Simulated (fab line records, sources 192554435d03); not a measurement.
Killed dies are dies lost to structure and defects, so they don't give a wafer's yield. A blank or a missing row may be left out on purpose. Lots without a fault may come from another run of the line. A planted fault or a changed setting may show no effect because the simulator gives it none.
Which tool did it? | flow n5_finfet | 9 lots, 24 wafers sampled, at 5 steps of a route of 1938

WHAT THE GAUGES READ, wafer by wafer
N5_BEOL_M4_RC_MEAS_101.
lot  | measured     | on        | DIBL_N (mV/V)  | DIBL_P (mV/V)  | IOFF_N (nA/um) | IOFF_P (nA/um) | ION_N (uA/um) | ION_P (uA/um) | SS_N (mV/dec)  | SS_P (mV/dec)  | VT_N (mV)   | VT_P (mV)
L118 | day 8 14:06  | prober-01 | 38.8 37.1 38.4 | 39.0 37.3 38.6 | 0.22 0.19 0.21 | 0.26 0.22 0.25 | 688 686 702   | 462 463 467   | 72.4 72.2 72.2 | 73.5 73.2 73.4 | 248 247 245 | -249 -251 -248
L125 | day 10 12:20 | prober-02 | 35.3 33.3 36.0 | 36.0 34.3 36.6 | 0.16 0.13 0.18 | 0.26 0.22 0.28 | 686 670 686   | 475 473 477   | 72.0 70.9 71.9 | 73.8 73.4 73.5 | 249 250 249 | -244 -246 -240
L127 | day 10 13:31 | prober-01 | 42.0 39.3 40.1 | 39.8 37.0 38.6 | 0.26 0.19 0.23 | 0.28 0.23 0.26 | 686 676 709   | 462 457 480   | 72.7 72.1 72.5 | 74.2 74.4 74.3 | 242 249 243 | -247 -248 -243
L128 | day 11 22:16 | prober-01 | 42.6 39.3 40.7 | 43.0 38.8 41.2 | 0.30 0.20 0.24 | 0.35 0.26 0.31 | 715 678 700   | 480 464 470   | 72.6 72.6 72.9 | 74.8 73.9 74.8 | 241 249 244 | -246 -251 -248
L130 | day 12 04:55 | prober-01 | 37.5 39.4 38.5 | 36.8 39.0 37.9 | 0.17 0.21 0.18 | 0.22 0.24 0.23 | 677 681 678   | 468 469 466   | 71.5 72.1 72.5 | 73.2 74.9 73.8 | 249 248 247 | -246 -247 -247
L132 | day 12 07:14 | prober-02 | 34.8 36.9 35.8 | 34.9 38.3 37.3 | 0.13 0.16 0.15 | 0.19 0.25 0.23 | 678 687 685   | 467 475 470   | 71.0 71.2 71.2 | 72.9 73.7 72.9 | 255 251 252 | -248 -245 -249
L133 | day 13 17:26 | prober-01 | 39.4 39.5      | 40.3 40.7      | 0.22 0.21      | 0.30 0.31      | 684 675       | 479 470       | 73.5 72.4      | 74.3 74.2      | 247 250     | -246 -244
L138 | day 14 20:22 | prober-01 | 33.0 34.9      | 34.6 36.7      | 0.12 0.14      | 0.19 0.23      | 675 666       | 472 466       | 70.5 71.6      | 72.3 72.7      | 250 252     | -252 -248
L139 | day 15 00:02 | prober-02 | 37.5 38.1      | 36.9 37.8      | 0.18 0.20      | 0.25 0.27      | 675 677       | 466 463       | 72.0 72.2      | 73.6 74.2      | 251 248     | -249 -245

N5_BEOL_M11_OCD_MEAS_38.
lot  | measured     | on     | trench_depth_nm (nm)
L118 | day 11 06:05 | ocd-02 | 151.6 151.7 147.0
L125 | day 13 01:06 | ocd-02 | 144.2 152.4 144.6
L127 | day 13 12:22 | ocd-01 | 149.7 147.9 150.2
L128 | day 14 20:07 | ocd-02 | 0 0 0
L130 | day 14 19:45 | ocd-01 | 0.2 0 0.0
L132 | day 15 01:11 | ocd-01 | 0.3 0 0
L133 | day 16 08:37 | ocd-02 | 152.2 146.4
L138 | day 17 15:15 | ocd-01 | 146.7 150.9
L139 | day 17 18:04 | ocd-02 | 146.2 147.7

WHICH TOOL RAN EACH LOT (tool, then ch and the chambers of the sampled wafers, then the start)
lot  | N5_BEOL_M11_STRIP_67               | N5_BEOL_M11_TRENCH_ETCH_37         | N5_BEOL_M11_ETCH_41
L118 | rie_diel-03 ch 0,1, day 11 03:24   | rie_diel-02 ch 2,3, day 11 05:55   | rie_diel-02 ch 2,3, day 11 06:05 or earlier
L125 | rie_diel-03 ch 1,2, day 12 22:31   | rie_diel-02 ch 0,3, day 13 00:55   | rie_diel-02 ch 0,3, day 13 01:06 or earlier
L127 | rie_diel-01 ch 0,1,3, day 13 10:10 | rie_diel-02 ch 1,2, day 13 12:10   | rie_diel-02 ch 1,2, day 13 12:22 or earlier
L128 | rie_diel-02 ch 0,3, day 14 18:01   | rie_diel-03 ch 0,2,3, day 14 19:55 | rie_diel-03 ch 0,2,3, day 14 20:07 or earlier
L130 | rie_diel-02 ch 0,3, day 14 17:26   | rie_diel-01 ch 0,1,3, day 14 19:34 | rie_diel-01 ch 0,1,3, day 14 19:45 or earlier
L132 | rie_diel-03 ch 0,1, day 14 23:49   | rie_diel-02 ch 2,3, day 15 01:00   | rie_diel-02 ch 2,3, day 15 01:11 or earlier
L133 | rie_diel-01 ch 2,3, day 16 07:22   | rie_diel-01 ch 0,3, day 16 08:26   | rie_diel-01 ch 0,3, day 16 08:37 or earlier
L138 | rie_diel-03 ch 2,3, day 17 09:47   | rie_diel-03 ch 0,3, day 17 15:04   | rie_diel-03 ch 0,3, day 17 15:15 or earlier
L139 | rie_diel-02 ch 0,1, day 17 10:01   | rie_diel-03 ch 1,2, day 17 17:53   | rie_diel-03 ch 1,2, day 17 18:04 or earlier
- N5_BEOL_M11_STRIP_67: strips in CF4.
- N5_BEOL_M11_TRENCH_ETCH_37: etches SiCOH lowk in C4F6/O2, target depth 148.83 nm, time 48 s.
- N5_BEOL_M11_ETCH_41: etches SiCN in CH3F/O2, target depth 42.6 nm, time 86 s.

WHAT THE TOOLS THEMSELVES READ (means of the sampled wafers that have a number; where no wafer has one, the mark that the record gives instead)
N5_BEOL_M11_STRIP_67.
lot  | tool        | drypump_motor_current_A (A) | oes_product_au (a.u.) | power_w (W) | rf_vpp_V (V) | showerhead_plenum_p_Torr (Torr) | throttle_valve_pct (%)
L118 | rie_diel-03 | 5.3                         | 0.75                  | 298.6       | 272.2        | 1.81                            | 13.62
L125 | rie_diel-03 | 6.0                         | 0.71                  | 299.9       | 272.5        | 1.83                            | 13.92
L127 | rie_diel-01 | 5.9                         | 0.84                  | 300.7       | 271.6        | 1.82                            | 13.28
L128 | rie_diel-02 | 5.8                         | 0.88                  | 299.5       | 271.7        | 1.79                            | 13.28
L130 | rie_diel-02 | 5.8                         | 0.88                  | 300.4       | 270.6        | 1.79                            | 13.29
L132 | rie_diel-03 | 5.6                         | 0.72                  | 299.6       | 271.0        | 1.83                            | 13.91
L133 | rie_diel-01 | 5.5                         | 0.81                  | 300.1       | 270.9        | 1.79                            | 13.37
L138 | rie_diel-03 | 6.2                         | 0.75                  | 299.8       | 270.7        | 1.79                            | 13.48
L139 | rie_diel-02 | 5.4                         | 0.89                  | 301.2       | 272.1        | 1.81                            | 13.37

N5_BEOL_M11_TRENCH_ETCH_37.
lot  | tool        | C4F6_flow_sccm (sccm) | O2_flow_sccm (sccm) | drypump_motor_current_A (A) | oes_f_703_au (a.u.) | oes_product_au (a.u.) | rf_fwd_power_W (W) | rf_vpp_V (V) | showerhead_plenum_p_Torr (Torr) | throttle_valve_pct (%)
L118 | rie_diel-02 | 10.02                 | 10.03               | 6.3                         | 0.83                | 0.85                  | 343.4              | 664          | 2.77                            | 21.02
L125 | rie_diel-02 | 9.98                  | 10.00               | 6.0                         | 0.74                | 0.73                  | 340.6              | 666          | 2.74                            | 21.05
L127 | rie_diel-02 | 9.99                  | 10.00               | 6.0                         | 0.81                | 0.83                  | 342.6              | 655          | 2.76                            | 21.14
L128 | rie_diel-03 | -                     | -                   | -                           | -                   | -                     | -                  | -            | -                               | -
L130 | rie_diel-01 | -                     | -                   | -                           | -                   | -                     | -                  | -            | -                               | -
L132 | rie_diel-02 | -                     | -                   | -                           | -                   | -                     | -                  | -            | -                               | -
L133 | rie_diel-01 | 10.00                 | 10.00               | 6.0                         | 0.81                | 0.80                  | 342.1              | 667          | 2.81                            | 20.64
L138 | rie_diel-03 | 9.98                  | 9.96                | 5.8                         | 0.77                | 0.77                  | 343.1              | 658          | 2.86                            | 20.81
L139 | rie_diel-03 | 9.98                  | 10.00               | 5.9                         | 0.70                | 0.69                  | 343.8              | 652          | 2.87                            | 21.17

N5_BEOL_M11_ETCH_41.
lot  | tool        | CH3F_flow_sccm (sccm) | O2_flow_sccm (sccm) | drypump_motor_current_A (A) | oes_product_au (a.u.) | rf_fwd_power_W (W) | rf_vpp_V (V) | showerhead_plenum_p_Torr (Torr) | throttle_valve_pct (%)
L118 | rie_diel-02 | 30.04                 | 20.02               | 6.3                         | 0.84                  | 393.4              | 296.7        | 1.94                            | 16.37
L125 | rie_diel-02 | 29.99                 | 19.99               | 6.0                         | 0.74                  | 392.0              | 296.1        | 1.92                            | 16.43
L127 | rie_diel-02 | 30.07                 | 20.02               | 6.1                         | 0.82                  | 391.8              | 295.5        | 1.94                            | 16.48
L128 | rie_diel-03 | 30.01                 | 19.99               | 5.8                         | 0.75                  | 393.1              | 297.0        | 2.01                            | 16.20
L130 | rie_diel-01 | 29.97                 | 20.05               | 5.9                         | 0.82                  | 392.3              | 297.2        | 2.02                            | 15.97
L132 | rie_diel-02 | 29.98                 | 19.92               | 6.3                         | 0.90                  | 392.4              | 296.9        | 2.02                            | 16.25
L133 | rie_diel-01 | 30.01                 | 20.02               | 6.0                         | 0.80                  | 391.4              | 297.4        | 1.96                            | 16.05
L138 | rie_diel-03 | 29.95                 | 19.98               | 5.8                         | 0.77                  | 392.8              | 297.7        | 2.01                            | 16.20
L139 | rie_diel-03 | 29.98                 | 19.98               | 5.9                         | 0.68                  | 394.0              | 297.9        | 2.02                            | 16.59

THE ANSWER, worked out from the rows above alone
Rule: what is usual is taken from the lots themselves. Put in order of their means at a reading, lots are off if they are a third of the lots or fewer, leave a main group of 4 or more, and stand apart from it by a gap of 3 or more times the standard deviation of the main group's means; of several such gaps the widest counts. A main group whose means are all the same, to the digits that the tables above print for the reading, isn't used. A lot without any number at a reading at which 4 lots or more have one is off too. The other lots that the step has rows for count as sound. The gauges are gone through in route order, then the tools' own readings, and for those a lot's mean is taken as printed above. The first step at which some lot is off is used, and at that step the reading that is off furthest; a lot without a number counts as furthest.
Off: L128, L130, L132, at N5_BEOL_M11_OCD_MEAS_38 (trench_depth_nm). The main group: mean 148.6 nm, standard deviation 1.2.
A tool fits if, at a process step before that reading, it ran every lot that is off, and no sound lot after the first of them. The gauges at N5_BEOL_M11_OCD_MEAS_38 aren't tried: what is off there is off at N5_BEOL_M11_TRENCH_ETCH_37 too, on other tools, and a gauge's error can't cause that. N5_BEOL_M11_ETCH_41 gives no start for some lots, so the hours and the order of its lots are those of N5_BEOL_M11_OCD_MEAS_38. None of those tried fits.

WHAT THE SIMULATOR HAD PUT IN
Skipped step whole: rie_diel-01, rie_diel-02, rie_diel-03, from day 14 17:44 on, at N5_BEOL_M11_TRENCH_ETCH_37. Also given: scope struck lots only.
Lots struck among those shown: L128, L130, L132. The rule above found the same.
